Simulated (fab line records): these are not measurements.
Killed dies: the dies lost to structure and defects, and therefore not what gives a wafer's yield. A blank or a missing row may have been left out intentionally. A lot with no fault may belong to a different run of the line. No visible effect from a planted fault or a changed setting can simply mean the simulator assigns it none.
Split-lot experiment :: flow n5_finfet :: on a route of 1938 steps: 7 lots, 21 wafers read

== SPLIT DETAILS ==
At N5_BEOL_M15_SPUTTER_44 (material Ta, target thk 15 nm, time 24.19 s), the setting power_w was moved away from the recipe's 15000 W on 11 of the 21 wafers read, by -11.3% to +8.3%. All remaining wafers had this setting at the recipe value.

Reading taken at the split's own step.

== THE READING ==
Ta_of_BEOL_M15_SPUTTER_44.thk_nm (the simulator's own value, which no gauge read), in nm, at N5_BEOL_M15_SPUTTER_44 (material Ta, target thk 15 nm, time 24.19 s). There is no usual value for it anywhere in the file. Across the 10 wafers here that went through the recipe, the average is 15.0 nm and the standard deviation 0.17 nm.

wafer: L075.1
tool, chamber at the split: pvd_sputter-01, -
power_w as run, W: 16180
against the recipe: +7.9%
Ta_of_BEOL_M15_SPUTTER_44.thk_nm, nm: 16.4
against lot-mates on the recipe: +1.2

wafer: L075.2
tool, chamber at the split: pvd_sputter-01, -
power_w as run, W: 16180
against the recipe: +7.9%
Ta_of_BEOL_M15_SPUTTER_44.thk_nm, nm: 16.4
against lot-mates on the recipe: +1.2

wafer: L075.6
tool, chamber at the split: pvd_sputter-01, -
power_w as run, W: 15000
against the recipe: recipe
Ta_of_BEOL_M15_SPUTTER_44.thk_nm, nm: 15.2
against lot-mates on the recipe: -

wafer: L076.1
tool, chamber at the split: pvd_sputter-01, -
power_w as run, W: 14160
against the recipe: -5.6%
Ta_of_BEOL_M15_SPUTTER_44.thk_nm, nm: 14
against lot-mates on the recipe: no lot-mate on the recipe

wafer: L076.5
tool, chamber at the split: pvd_sputter-01, -
power_w as run, W: 14160
against the recipe: -5.6%
Ta_of_BEOL_M15_SPUTTER_44.thk_nm, nm: 14
against lot-mates on the recipe: no lot-mate on the recipe

wafer: L076.3
tool, chamber at the split: pvd_sputter-01, -
power_w as run, W: 14160
against the recipe: -5.6%
Ta_of_BEOL_M15_SPUTTER_44.thk_nm, nm: 14.2
against lot-mates on the recipe: no lot-mate on the recipe

wafer: L080.2
tool, chamber at the split: pvd_sputter-02, -
power_w as run, W: 14030
against the recipe: -6.5%
Ta_of_BEOL_M15_SPUTTER_44.thk_nm, nm: 13.8
against lot-mates on the recipe: -1.0

wafer: L080.3
tool, chamber at the split: pvd_sputter-02, -
power_w as run, W: 14030
against the recipe: -6.5%
Ta_of_BEOL_M15_SPUTTER_44.thk_nm, nm: 13.8
against lot-mates on the recipe: -1.0

wafer: L080.4
tool, chamber at the split: pvd_sputter-02, -
power_w as run, W: 15000
against the recipe: recipe
Ta_of_BEOL_M15_SPUTTER_44.thk_nm, nm: 14.8
against lot-mates on the recipe: -

wafer: L084.1
tool, chamber at the split: pvd_sputter-03, -
power_w as run, W: 15000
against the recipe: recipe
Ta_of_BEOL_M15_SPUTTER_44.thk_nm, nm: 15.2
against lot-mates on the recipe: -

wafer: L084.2
tool, chamber at the split: pvd_sputter-03, -
power_w as run, W: 15000
against the recipe: recipe
Ta_of_BEOL_M15_SPUTTER_44.thk_nm, nm: 14.8
against lot-mates on the recipe: -

wafer: L084.5
tool, chamber at the split: pvd_sputter-03, -
power_w as run, W: 15000
against the recipe: recipe
Ta_of_BEOL_M15_SPUTTER_44.thk_nm, nm: 15
against lot-mates on the recipe: -

wafer: L083.3
tool, chamber at the split: pvd_sputter-03, -
power_w as run, W: 16250
against the recipe: +8.3%
Ta_of_BEOL_M15_SPUTTER_44.thk_nm, nm: 16.2
against lot-mates on the recipe: no lot-mate on the recipe

wafer: L083.4
tool, chamber at the split: pvd_sputter-03, -
power_w as run, W: 16250
against the recipe: +8.3%
Ta_of_BEOL_M15_SPUTTER_44.thk_nm, nm: 16.2
against lot-mates on the recipe: no lot-mate on the recipe

wafer: L083.5
tool, chamber at the split: pvd_sputter-03, -
power_w as run, W: 16250
against the recipe: +8.3%
Ta_of_BEOL_M15_SPUTTER_44.thk_nm, nm: 16.2
against lot-mates on the recipe: no lot-mate on the recipe

wafer: L092.3
tool, chamber at the split: pvd_sputter-01, -
power_w as run, W: 15000
against the recipe: recipe
Ta_of_BEOL_M15_SPUTTER_44.thk_nm, nm: 14.8
against lot-mates on the recipe: -

wafer: L092.5
tool, chamber at the split: pvd_sputter-01, -
power_w as run, W: 15000
against the recipe: recipe
Ta_of_BEOL_M15_SPUTTER_44.thk_nm, nm: 14.8
against lot-mates on the recipe: -

wafer: L092.4
tool, chamber at the split: pvd_sputter-01, -
power_w as run, W: 15000
against the recipe: recipe
Ta_of_BEOL_M15_SPUTTER_44.thk_nm, nm: 15
against lot-mates on the recipe: -

wafer: L094.1
tool, chamber at the split: pvd_sputter-02, -
power_w as run, W: 13300
against the recipe: -11.3%
Ta_of_BEOL_M15_SPUTTER_44.thk_nm, nm: 13.4
against lot-mates on the recipe: -1.7

wafer: L094.4
tool, chamber at the split: pvd_sputter-02, -
power_w as run, W: 15000
against the recipe: recipe
Ta_of_BEOL_M15_SPUTTER_44.thk_nm, nm: 15
against lot-mates on the recipe: -

wafer: L094.5
tool, chamber at the split: pvd_sputter-02, -
power_w as run, W: 15000
against the recipe: recipe
Ta_of_BEOL_M15_SPUTTER_44.thk_nm, nm: 15.2
against lot-mates on the recipe: -

THE FIT
A straight line over all 21 wafers: Ta_of_BEOL_M15_SPUTTER_44.thk_nm changes by +0.159 nm for each +1% of power_w; r = +0.99; the points scatter about the line by 0.16 nm.
The same after taking each lot's own level away (the mean of its wafers on the recipe; 15 wafers): +0.152 nm for each +1%; r = +0.99; scatter 0.099 nm.
That fit puts the effect of the largest move of power_w on the reading at 1.7 nm.
The span of the lots' own levels, 14.80 to 15.20 nm, comes to 2.4 times the standard deviation stated above.
The two slopes are in agreement: the lot-to-lot level therefore moves the slope only a little.
Check: for one of the wafers moved furthest among these (-11.3%), held out of the fit, the line's prediction against its lot-mates is -1.74 nm. Against them it came out at -1.7 nm.

== FILE'S OWN FIT ==
Ta_of_BEOL_M15_SPUTTER_44.thk_nm changes by +0.152 nm for each +1% of power_w, r = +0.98.
